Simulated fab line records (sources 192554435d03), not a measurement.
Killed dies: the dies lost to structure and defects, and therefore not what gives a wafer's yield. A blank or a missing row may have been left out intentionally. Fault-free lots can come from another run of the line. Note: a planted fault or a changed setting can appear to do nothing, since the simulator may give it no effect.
fab line records	flow n5Finfet
[record] lots = 6	wafers = 18	lastDay = 18
route steps=1938 shown FIN_SAQP@121 BEOL_M4@1111
lots with no fault: from the same line, run without faults
startH: hours from the record's opening day to when the first of the lot's shown wafers began	waitH: hours since the lot's step before	" repeats the value in the row above	L1.1+2: a single row standing in for several wafers	- no value present, or no start provided	* or withheld: withheld	< > ~ a bound
route shown NAME@n: names a module that has steps shown in the file, with the first one's number in the route	usual: mean/standard deviation taken from wafers without a fault	same: alike in all rows	chamber/n: place in a boat	sites: per-site readings	_std_site: the standard deviation of these	_edge_site: the outer-site mean with the inner-site mean subtracted	radiusMm: for every site, how far away it sits from the centre of the wafer	mask NAME#n: copy n	behind: tool/chamber where the wafer was last shaped	hold: what put the lot on hold/how long, in hours/how the hold closed	device: whichever transistor did not switch (one of n, p or np)	end of line: tests run on the same wafers once the route is complete	a step without rows: its recipe alone	killed: count of dies lost to structure and defects at first sort (not the wafer's yield)	map: the dies of a wafer, with x for killed, . for not killed, _ for no die there
set.NAME: the setting as run; set.NAME@STEP: as run at that earlier step	model.NAME: the simulator's own value behind a step, which no gauge read
certain route steps with their lots: each step a table, each wafer a row
services: when a tool's chamber went out of use (startH, in hours from the record's first day, below 0 if earlier), for how many hours, and the reason
[[steps]]
[step N5_FIN_SAQP_STRIP_55]
[recipe] chemistry = N2/H2	powerW = 500	tempC = 40	pressureMtorr = 50	rfFrequencyHz = 6e+07	overashFraction = 0.3	biasPowerW = 28	h2Frac = 0.5	n2FlowSccm = 300	h2FlowSccm = 300
[step N5_FIN_SAQP_STRIP_23]
[recipe] chemistry = SPM	timeS = 750	tempC = 130	h2so4H2o2VolRatio = 4
[step N5_FIN_SAQP_SRD_66]
[recipe] dry = ipaMarangoni	timeS = 30	tempC = 23	rinseLiquid = diw
[step N5_FIN_SAQP_RECESS_75]
[recipe] chemistry = HF/NH3	target = SiO2	targetDepthA = 144	afsCycles = 3	tempC = 30	sublimationTempC = 180	sublimationTimeS = 60
[usual] drypumpMotorCurrentA = 5.95/0.28
lot.wafer	tool	chamber	startH	waitH	drypumpMotorCurrentA
L154.1	vaporEtch-01	0	22.46	0.0	5.77
L154.2	"	1	"	"	5.95
L154.3	"	0	"	"	5.75
L159.1	vaporEtch-01	0	52.40	0.0	5.74
L159.2	"	1	"	"	5.97
L159.5	"	1	"	"	5.99
L167.1	vaporEtch-01	1	100.42	0.0	5.98
L167.3	"	0	"	"	5.75
L167.4	"	1	"	"	5.96
L169.1	vaporEtch-02	1	113.27	0.0	5.64
L169.2	"	0	"	"	6.44
L169.5	"	1	"	"	5.65
L175.2	vaporEtch-01	0	149.27	0.0	5.80
L175.4	"	1	"	"	5.97
L175.6	"	0	"	"	5.78
L176.4	vaporEtch-01	1	155.37	0.1	6.01
L176.5	"	0	"	"	5.78
L176.6	"	1	"	"	6.01
[step N5_FIN_SAQP_SPACER1_ALD_24]
[recipe] material = SiO2	targetThkA = 203	tempC = 300	aldPrecursorFamily = BDEAS	aldCoReactant = O2-plasma	pulseTimeS = 1	purgeTimeS = 2	coReactantPurgeTimeS = 2	aldCycles = 218	pressureTorr = 2
[step N5_FIN_SAQP_SPACER1_ETCHBACK_25]
[recipe] chemistry = CHF3/O2	mode = anisotropicEtchback	target = SiO2	targetDepthA = 244	timeS = 12.2	pressureMtorr = 30	sourceW = 650	biasW = 170	Ar_flow_sccm = 200	CHF3_flow_sccm = 50	O2_flow_sccm = 5	ionEnergyEv = 200
[step N5_FIN_SAQP_MANDREL1_REMOVE_56]
[recipe] chemistry = HBr/Cl2/O2	btTimeS = 10	target = a-Si	stopOn = SiNx	endpoint = OES-SiCl	overEtchFrac = 1	icpW = 600	biasW = 22	HBr_flow_sccm = 150	Cl2_flow_sccm = 80	O2_flow_sccm = 5	pressureMtorr = 10
[usual] drypumpMotorCurrentA = 5.6/0.32	oesProductAu = 1.003/0.013	rfFwdPowerW = 597.0/1.9	throttleValvePct = 36.80/0.21
lot.wafer	tool	chamber	startH	waitH	drypumpMotorCurrentA	oesProductAu	rfFwdPowerW	rfHoursCounterH	throttleValvePct
L154.1	rieSi-05	2	23.92	0.1	5.5	1.010	595.6	112	36.79
L154.2	"	0	"	"	6.2	0.986	596.9	7	37.14
L154.3	"	1	"	"	5.9	1.004	596.0	116	36.72
L159.1	rieSi-05	1	54.30	0.1	5.9	1.016	597.5	116	36.70
L159.2	"	0	"	"	6.2	0.985	597.5	8	37.15
L159.5	"	1	"	"	5.9	1.006	599.6	-	36.70
L167.1	rieSi-02	1	102.18	0.1	5.2	0.999	597.1	43	36.72
L167.3	"	0	"	"	5.3	1.019	597.9	198	37.15
L167.4	"	2	"	"	5.7	0.991	599.6	6	37.12
L169.1	rieSi-02	2	114.54	0.1	5.8	0.991	600.0	6	37.11
L169.2	"	3	"	"	5.6	1.003	595.6	2	36.84
L169.5	"	2	"	"	5.8	0.989	599.4	-	37.13
L175.2	rieSi-05	1	150.74	0.1	5.9	1.019	599.0	118	36.72
L175.4	"	2	"	"	5.5	1.025	596.2	114	36.80
L175.6	"	1	"	"	5.9	1.024	599.0	-	36.71
L176.4	rieSi-05	1	156.66	0.1	5.9	1.029	596.9	119	36.70
L176.5	"	2	"	"	5.6	1.020	591.7	-	36.78
L176.6	"	1	"	"	5.9	1.009	596.6	-	36.71
[step N5_FIN_SAQP_CD_MEAS_27]
[recipe] targetCdNm = 20	landingEnergyEv = 1000	detector = seInlens	polarity = line
[usual] cdNm = 20.33/0.24
lot.wafer	tool	chamber	startH	waitH	cdNm
L154.1	cdSem-01	0	24.03	0.1	20.23
L154.2	"	0	"	"	20.47
L154.3	"	0	"	"	20.68
L159.1	cdSem-03	0	54.41	0.1	20.43
L159.2	"	0	"	"	20.36
L159.5	"	0	"	"	20.84
L167.1	cdSem-01	0	102.29	0.1	19.96
L167.3	"	0	"	"	19.91
L167.4	"	0	"	"	20.12
L169.1	cdSem-02	0	114.65	0.1	20.50
L169.2	"	0	"	"	20.11
L169.5	"	0	"	"	20.27
L175.2	cdSem-01	0	150.85	0.1	20.26
L175.4	"	0	"	"	20.55
L175.6	"	0	"	"	20.56
L176.4	cdSem-01	0	156.78	0.1	20.26
L176.5	"	0	"	"	20.39
L176.6	"	0	"	"	20.28
[step N5_FIN_SAQP_ETCH_57]
[recipe] chemistry = CH3F/O2	target = SiNx	maskMaterial = SiO2	targetDepthA = 325	timeS = 46.4	pressureMtorr = 30	sourceW = 395	biasW = 73	Ar_flow_sccm = 150	CH3F_flow_sccm = 30	O2_flow_sccm = 20	ionEnergyEv = 120	ends = cleared
[usual] CH3F_flow_sccm = 30.01/0.09	drypumpMotorCurrentA = 5.8/0.34	etchRfOnTimeS = 46.7/0.94	oesProductAu = 0.65/0.075	rfFwdPowerW = 388.7/1.8	rfVppV = 298/6.7	showerheadPlenumPTorr = 2.01/0.075	throttleValvePct = 16.33/0.29
lot.wafer	tool	chamber	startH	waitH	CH3F_flow_sccm	drypumpMotorCurrentA	etchRfOnTimeS	oesProductAu	rfFwdPowerW	rfHoursCounterH	rfVppV	showerheadPlenumPTorr	throttleValvePct
L154.1	rieDiel-04	1	24.19	0.2	29.93	6.1	45.4	0.83	388.6	5	301	2.05	16.03
L154.2	"	2	"	"	29.99	5.5	45.9	0.66	385.1	130	307	1.92	16.21
L154.3	"	0	"	"	29.99	6.4	46.8	0.63	389.7	182	289	2.08	16.89
L159.1	rieDiel-04	3	54.61	0.2	30.08	5.6	44.8	0.61	389.1	205	302	2.06	16.48
L159.2	"	1	"	"	29.87	6.1	44.9	0.79	389.0	17	301	2.04	16.03
L159.5	"	3	"	"	30.11	5.7	45.4	0.62	388.5	-	302	2.06	16.47
L167.1	rieDiel-04	3	102.34	0.0	30.02	5.7	47.2	0.60	386.5	222	301	2.05	16.51
L167.3	"	2	"	"	29.99	5.5	47.5	0.64	388.5	154	308	1.91	16.26
L167.4	"	0	"	"	30.15	6.4	48.9	0.61	388.6	210	291	2.07	16.95
L169.1	rieDiel-03	2	114.70	0.0	30.03	5.9	47.6	0.59	388.3	215	289	1.90	16.30
L169.2	"	0	"	"	30.04	5.8	46.6	0.61	391.6	190	304	2.07	16.03
L169.5	"	0	"	"	29.95	5.8	48.1	0.61	390.6	-	305	2.07	16.02
L175.2	rieDiel-04	2	150.90	0.0	30.04	5.4	45.1	0.63	385.2	171	307	1.91	16.29
L175.4	"	3	"	"	29.95	5.7	45.2	0.60	389.6	240	302	2.05	16.53
L175.6	"	3	"	"	29.98	5.7	45.6	0.59	390.3	-	300	2.05	16.54
L176.4	rieDiel-04	3	156.94	0.2	30.09	5.7	46.4	0.59	389.6	243	302	2.05	16.54
L176.5	"	0	"	"	29.96	6.4	47.4	0.61	390.1	-	290	2.07	16.97
L176.6	"	3	"	"	30.20	5.7	46.4	0.59	390.7	-	302	2.05	16.56
[step N5_FIN_SAQP_ETCH_65]
[recipe] chemistry = CF4	target = SiO2	targetDepthA = 40	ionEnergyEv = 350	timeS = 4.4	pressureMtorr = 10	icpW = 800	biasW = 400	cf4FlowSccm = 80
[usual] drypumpMotorCurrentA = 5.6/0.33	oesProductAu = 1.002/0.014	rfFwdPowerW = 790/3.3	throttleValvePct = 21.77/0.16
lot.wafer	tool	chamber	startH	waitH	drypumpMotorCurrentA	oesProductAu	rfFwdPowerW	rfHoursCounterH	throttleValvePct
L154.1	rieSi-03	1	24.30	0.1	6.0	1.018	790	66	21.65
L154.2	"	3	"	"	6.0	1.006	789	7	21.71
L154.3	"	0	"	"	5.5	1.015	788	173	21.68
L159.1	rieSi-03	1	54.72	0.1	6.0	1.018	789	67	21.64
L159.2	"	3	"	"	6.0	0.998	789	7	21.70
L159.5	"	1	"	"	6.0	1.005	790	-	21.65
L167.1	rieSi-05	3	102.44	0.1	5.3	0.993	792	79	21.76
L167.3	"	0	"	"	6.1	1.000	794	9	22.13
L167.4	"	1	"	"	5.9	0.998	793	117	21.78
L169.1	rieSi-03	2	114.81	0.1	5.3	0.991	794	9	21.86
L169.2	"	1	"	"	6.0	1.014	790	68	21.65
L169.5	"	1	"	"	6.0	1.020	791	-	21.66
L175.2	rieSi-02	1	151.00	0.1	5.2	1.003	788	44	21.48
L175.4	"	2	"	"	5.8	0.985	799	7	22.03
L175.6	"	1	"	"	5.2	0.996	786	-	21.47
L176.4	rieSi-02	1	157.05	0.1	5.2	1.006	786	44	21.48
L176.5	"	0	"	"	5.3	0.979	792	-	21.83
L176.6	"	1	"	"	5.2	0.992	786	-	21.47
[step N5_FIN_SAQP_MANDREL_ETCH_58]
[recipe] chemistry = HBr/Cl2	target = a-Si	targetDepthA = 450	btTimeS = 10	stopOn = SiNx	maskMaterial = SiO2	overEtchFrac = 0.8	timeS = 27	pressureMtorr = 10	icpW = 800	biasW = 75	HBr_flow_sccm = 150	Cl2_flow_sccm = 80	ends = endPoint
[step N5_FIN_SAQP_RECESS_63]
[recipe] chemistry = HF/NH3	target = SiO2	targetDepthA = 180	afsCycles = 3	tempC = 30	sublimationTempC = 180	sublimationTimeS = 60
[step N5_FIN_SAQP_COAT_68]
[recipe] resist = SOC	tempC = 250	timeS = 60	spinRpm = 1500	resistThkNm = 100
[usual] spinSpeedRpm = 1500.0/1.1
lot.wafer	tool	chamber	startH	waitH	spinSpeedRpm	model.SOC_of_FIN_SAQP_COAT_68.thkNm
L154.1	lithoTrack-02	0	25.11	0.3	1502.3	99.6
L154.2	"	0	"	"	1497.2	99.8
L154.3	"	0	"	"	1499.8	99.8
L159.1	lithoTrack-01	0	55.22	0.3	1501.5	100.2
L159.2	"	0	"	"	1500.8	100.4
L159.5	"	0	"	"	1499.7	100.2
L167.1	lithoTrack-01	0	103.06	0.3	1534.3	98.8
L167.3	"	0	"	"	1534.2	98.8
L167.4	"	0	"	"	1535.1	99
L169.1	lithoTrack-01	0	115.31	0.3	1535.5	98.8
L169.2	"	0	"	"	1534.7	98.8
L169.5	"	0	"	"	1534.4	99.4
L175.2	lithoTrack-05	0	151.50	0.3	1499.2	100
L175.4	"	0	"	"	1500.2	99.6
L175.6	"	0	"	"	1498.5	99.6
L176.4	lithoTrack-05	0	157.57	0.2	1498.3	99.4
L176.5	"	0	"	"	1500.5	99.6
L176.6	"	0	"	"	1498.0	99.4
[step N5_FIN_SAQP_ETCH_69]
[recipe] chemistry = N2/H2	target = SOC	targetDepthA = 1500	stopOn = SiNx	ionEnergyEv = 100	biasW = 61	pressureMtorr = 30	sourceW = 850	n2FlowSccm = 200	h2FlowSccm = 200
[usual] drypumpMotorCurrentA = 5.8/0.38	oesProductAu = 0.75/0.078	rfFwdPowerW = 844/3.1	rfVppV = 240.7/1.4	showerheadPlenumPTorr = 2.54/0.098	throttleValvePct = 17.80/0.27
lot.wafer	tool	chamber	startH	waitH	drypumpMotorCurrentA	oesProductAu	rfFwdPowerW	rfHoursCounterH	rfVppV	showerheadPlenumPTorr	throttleValvePct
L154.1	rieDiel-04	2	25.17	-	5.5	0.76	836	131	240.4	2.45	17.76
L154.2	"	0	"	"	6.4	0.74	843	182	242.6	2.61	18.28
L154.3	"	3	"	"	5.7	0.71	843	194	241.4	2.63	17.88
L159.1	rieDiel-05	2	55.28	-	5.1	0.67	842	239	238.3	2.42	17.93
L159.2	"	1	"	"	5.7	0.73	845	161	237.9	2.43	17.69
L159.5	"	3	"	"	5.7	0.73	842	-	240.8	2.53	17.66
L167.1	rieDiel-04	2	103.13	-	5.5	0.73	838	154	239.6	2.45	17.80
L167.3	"	0	"	"	6.3	0.72	847	210	242.8	2.60	18.33
L167.4	"	3	"	"	5.7	0.70	842	222	241.7	2.62	17.94
L169.1	rieDiel-05	1	115.37	-	5.6	0.71	847	183	239.4	2.42	17.73
L169.2	"	3	"	"	5.7	0.71	844	196	240.5	2.52	17.71
L169.5	"	1	"	"	5.6	0.72	843	-	238.7	2.42	17.74
L175.2	rieDiel-04	0	151.56	-	6.4	0.71	846	229	241.0	2.59	18.39
L175.4	"	1	"	"	6.1	0.86	844	51	240.8	2.59	17.59
L175.6	"	1	"	"	6.1	0.86	841	-	239.7	2.59	17.61
L176.4	rieDiel-04	2	157.62	-	5.5	0.73	844	174	238.6	2.44	17.82
L176.5	"	2	"	"	5.5	0.72	846	-	239.5	2.44	17.84
L176.6	"	3	"	"	5.7	0.69	846	-	240.8	2.61	17.96
[step N5_BEOL_M4_RC_MEAS_101]
[usual] DIBL_N = 36.5/1.8	DIBL_P = 36.5/2.1	IOFF_N = 0.17/0.031	IOFF_P = 0.22/0.036	ION_N = 677/11	ION_P = 463/8	SS_N = 71.6/0.61	SS_P = 73.3/0.63	VT_N = 249/3.1	VT_P = -250/3.3
lot.wafer	tool	chamber	startH	waitH	DIBL_N[mV/V]	DIBL_P[mV/V]	IOFF_N[nA/um]	IOFF_P[nA/um]	ION_N[uA/um]	ION_P[uA/um]	SS_N[mV/dec]	SS_P[mV/dec]	VT_N[mV]	VT_P[mV]
L154.1	prober-02	0	166.08	0.0	35.4	36.4	0.16	0.21	671	458	71.1	73.3	247	-250
L154.2	"	0	"	"	34.7	34.5	0.16	0.18	685	461	71.2	72.8	249	-253
L154.3	"	0	"	"	36.0	36.8	0.18	0.22	684	462	71.1	74.0	251	-248
L159.1	prober-01	0	201.93	0.0	35.5	35.4	0.14	0.20	675	466	70.5	72.9	250	-250
L159.2	"	0	"	"	35.4	34.3	0.14	0.20	667	468	71.3	72.9	249	-248
L159.5	"	0	"	"	36.8	37.7	0.18	0.24	687	473	72.2	73.5	247	-247
L167.1	prober-02	0	247.44	0.0	38.2	39.1	0.18	0.22	683	463	71.7	74.0	247	-251
L167.3	"	0	"	"	36.5	37.7	0.17	0.20	686	466	71.3	72.8	247	-253
L167.4	"	0	"	"	37.4	38.5	0.19	0.22	699	468	71.8	74.9	246	-252
L169.1	prober-01	0	264.95	0.0	37.3	38.1	0.18	0.22	677	459	71.7	73.4	247	-250
L169.2	"	0	"	"	35.7	36.1	0.14	0.18	670	457	72.3	73.2	253	-253
L169.5	"	0	"	"	37.8	38.8	0.19	0.23	675	458	71.7	73.5	246	-251
L175.2	prober-02	0	309.22	0.2	34.6	35.8	0.16	0.22	682	470	71.6	72.5	250	-248
L175.4	"	0	"	"	32.1	32.2	0.11	0.17	672	471	70.5	72.7	251	-250
L175.6	"	0	"	"	32.7	32.7	0.12	0.18	651	462	70.2	72.6	252	-247
L176.4	prober-02	0	313.24	0.5	37.9	38.7	0.20	0.28	678	472	71.8	73.9	244	-245
L176.5	"	0	"	"	37.9	38.7	0.21	0.28	685	470	71.8	73.9	245	-244
L176.6	"	0	"	"	39.4	40.0	0.22	0.30	688	477	72.4	74.3	244	-244
[[services]]
tool	chamber	startH	hours	kind
rieDiel-05	-	1.11	3.8	repair
rieSi-03	0	14.36	7.6	repair
vaporEtch-01	0	26.24	11.2	repair
rieDiel-04	2	32.91	5.1	repair
rieDiel-05	-	34.27	1.2	repair
rieSi-05	2	35.47	5.0	repair
lithoTrack-01	-	39.24	-	consumableReplace:filter
rieDiel-03	3	39.36	40.4	repair
rieSi-02	-	53.08	14.6	pm
rieDiel-04	2	53.58	6.0	repair
rieSi-02	-	67.68	2.8	pm
lithoTrack-05	-	68.64	-	consumableReplace:filter
rieSi-03	3	76.56	1.9	repair
rieDiel-05	2	91.55	11.1	repair
rieDiel-05	2	102.69	-	clean
rieDiel-05	2	102.69	-	consumableReplace:focusRing
rieSi-02	0	111.82	-	clean
rieSi-02	0	111.82	17.1	scheduledDown
rieSi-02	0	111.82	17.1	ventCycle
rieSi-05	0	116.44	2.3	repair
rieDiel-03	-	118.04	2.8	pm
rieDiel-04	2	122.02	1.8	repair
vaporEtch-02	1	124.84	0.8	repair
vaporEtch-02	0	141.99	2.5	repair
[[key]]
[firstSign] step = N5_FIN_SAQP_COAT_68	reading = spinSpeedRpm	direction = up	sigmas = 33	usual = *	struck = *
effect none on later readings
[modelEffect] step = N5_FIN_SAQP_COAT_68	value = SOC_of_FIN_SAQP_COAT_68.thkNm	without = 100	struck = 98.93
metAt N5_FIN_SAQP_COAT_68
struckWafers L167.1,L167.3,L167.4,L169.1,L169.2,L169.5
onsetBetween 55.22 103.06
[fault] kind = processParameterDrift	tool = lithoTrack-01	chamber = -	onsetH = 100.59	steps = N5_FIN_SAQP_COAT_68	channel = spinRpm	offset = *	shape = step	endH = 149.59	actsIn = *	stated = *
